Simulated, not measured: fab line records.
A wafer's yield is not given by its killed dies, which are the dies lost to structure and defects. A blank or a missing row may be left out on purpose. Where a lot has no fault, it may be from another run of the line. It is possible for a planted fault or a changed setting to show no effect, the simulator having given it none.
Split-lot experiment | flow n5 finfet | 7 lots, 21 wafers read, on a route of 1938 steps

== SPLIT DETAILS ==
At N5_BEOL_M4_TRENCH_ETCH_37 (etches SiOC in C4F6/O2, target depth 55.555 nm, time 29.2 s), the setting time s was moved away from the recipe's 29.2 s on 7 of the 21 wafers read, by -12.8% to +21.8%. For the rest of the wafers, this setting stayed at what the recipe calls for.

== FROM THE SPLIT TO THE READING: what the file shows between them, 14 steps ==
- N5_BEOL_M4_ETCH_41: etches SiCN in CH3F/O2, target depth 29.9 nm, time 52.5 s
- N5_BEOL_M4_STRIP_97: strips in N2/H2, time 10 s
- N5_BEOL_M4_OCD_MEAS_38
- N5_BEOL_M4_SURFACE_TREAT_85 (also split here: time s)
- N5_BEOL_M4_CVD_47: deposits Co from CCTBA/H2, target thk 3 nm, time 223.8 s
- N5_BEOL_M4_SPUTTER_48: material Cu, target thk 4.5 nm, time 8.29 s
- N5_BEOL_M4_ECD_50: material Cu, target thk 300 nm
- N5_BEOL_M4_ANNEAL_51: time 90 s
- N5_BEOL_M4_CMP_52: polishes, stops on SiOC, t overpolish 6.8 s, target thk 40 nm
- N5_BEOL_M4_THK_MEAS_53: measures by xrf
- N5_BEOL_M4_PRE_CLEAN_60: time 15 s
- N5_BEOL_M4_CO_CAP_55: material Co, precursor CCTBA/H2, target thk 2 nm, time 102.1 s
- N5_BEOL_M4_PRE_CLEAN_56: time 15 s
- N5_BEOL_M4_DEP_57: deposits SiCN from 3MS/NH3, target thk 8 nm, time 14 s

== THE READING ==
M4_RS, in ohm/sq, at N5_BEOL_M4_RS_MEAS_58 (measures by four-point-probe). On this fab line, fault-free wafers typically give 0.673 ohm/sq with a standard deviation of 0.025 ohm/sq.

wafer  | tool, chamber at the split | time s as run, s | against the recipe | M4_RS, ohm/sq | against lot-mates on the recipe
L075.1 | rie diel-01, 2             | 29.2             | recipe             | 0.662         | -
L075.4 | rie diel-01, 0             | 29.2             | recipe             | 0.648         | -
L075.5 | rie diel-01, 0             | 29.2             | recipe             | 0.659         | -
L079.4 | rie diel-05, 2             | 29.2             | recipe             | 0.709         | -
L079.5 | rie diel-05, 0             | 29.2             | recipe             | 0.693         | -
L079.6 | rie diel-05, 3             | 29.2             | recipe             | 0.637         | -
L085.2 | rie diel-01, 0             | 29.2             | recipe             | 0.654         | -
L085.3 | rie diel-01, 2             | 26.79            | -8.3%              | 0.829         | +0.175
L085.6 | rie diel-01, 1             | 26.79            | -8.3%              | 0.778         | +0.124
L092.2 | rie diel-05, 3             | 35.56            | +21.8%             | 0.468         | -0.197
L092.3 | rie diel-05, 1             | 29.2             | recipe             | 0.665         | -
L092.4 | rie diel-05, 2             | 35.56            | +21.8%             | 0.479         | -0.186
L093.4 | rie diel-01, 1             | 34.98            | +19.8%             | 0.475         | -0.204
L093.5 | rie diel-01, 2             | 29.2             | recipe             | 0.708         | -
L093.6 | rie diel-01, 1             | 29.2             | recipe             | 0.649         | -
L095.1 | rie diel-04, 3             | 29.2             | recipe             | 0.642         | -
L095.4 | rie diel-04, 0             | 29.2             | recipe             | 0.607         | -
L095.5 | rie diel-04, 3             | 29.2             | recipe             | 0.679         | -
L097.2 | rie diel-04, 2             | 25.46            | -12.8%             | 0.841         | +0.121
L097.3 | rie diel-04, 3             | 29.2             | recipe             | 0.720         | -
L097.5 | rie diel-04, 3             | 25.46            | -12.8%             | 0.909         | +0.189

THE FIT
A straight line over all 21 wafers: M4_RS changes by -0.0112 ohm/sq for each +1% of time s; r = -0.94; the points scatter about the line by 0.039 ohm/sq.
The same after taking each lot's own level away (the mean of its wafers on the recipe; 21 wafers): -0.0106 ohm/sq for each +1%; r = -0.95; scatter 0.032 ohm/sq.
Per that fit: largest time s move, reading shift of 0.23 ohm/sq.
From 0.6427 to 0.7200 ohm/sq: that is the span of the lots' own levels, equal to 3.1 times the standard deviation above.
Hence the lot-to-lot level has little effect on the slope; both slopes agree.
Check: for one of the wafers moved furthest among these (+21.8%), held out of the fit, the line's prediction against its lot-mates is -0.227 ohm/sq. Against them it came out at -0.197 ohm/sq.

== ADDITIONAL SPLITS CARRIED BY THESE WAFERS ==
Note: prior to the reading, these wafers also went through further splits. Each is held against what the fit with the lots' levels taken away leaves over:
other split on the same wafers     | wafers away from the commonest value | r with M4_RS (lot level and that fit taken away)
N5_BEOL_M3_TRENCH_ETCH_37 bias w   | 7                                    | +0.01
N5_BEOL_M4_COAT_73 spin rpm        | 6                                    | +0.01
N5_BEOL_M4_SURFACE_TREAT_85 time s | as run: not given for these wafers   | -

== THE WHOLE CHAIN: every reading that the file lists as answering this split, in the file's order ==
step                      | what it does                                                  | reading                                                                      | change (the file's fit)               | r (the file's)
N5_BEOL_M4_TRENCH_ETCH_37 | etches SiOC in C4F6/O2, target depth 55.555 nm, time 29.2 s   | etch.depth nm (the simulator's own value, which no gauge read)               | +0.544 nm for each +1% of the setting | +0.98
N5_BEOL_M4_TRENCH_ETCH_37 | etches SiOC in C4F6/O2, target depth 55.555 nm, time 29.2 s   | BEOL_M4.feature depth nm (the simulator's own value, which no gauge read)    | +0.544 nm for each +1% of the setting | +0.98
N5_BEOL_M4_OCD_MEAS_38    |                                                               | trench depth nm                                                              | +0.531 nm for each +1% of the setting | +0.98
N5_BEOL_M4_CMP_52         | polishes, stops on SiOC, t overpolish 6.8 s, target thk 40 nm | Cu_of_BEOL_M4_ECD_50.thk nm (the simulator's own value, which no gauge read) | +0.58 nm for each +1% of the setting  | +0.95
N5_BEOL_M4_THK_MEAS_53    | measures by xrf                                               | M4_THK                                                                       | +0.591 for each +1% of the setting    | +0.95
N5_BEOL_M4_RS_MEAS_58     | measures by four-point-probe                                  | M4_RS                                                                        | -0.0104 for each +1% of the setting   | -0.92

== FILE'S OWN FIT ==
M4_RS changes by -0.0104 ohm/sq for each +1% of time s, r = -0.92.
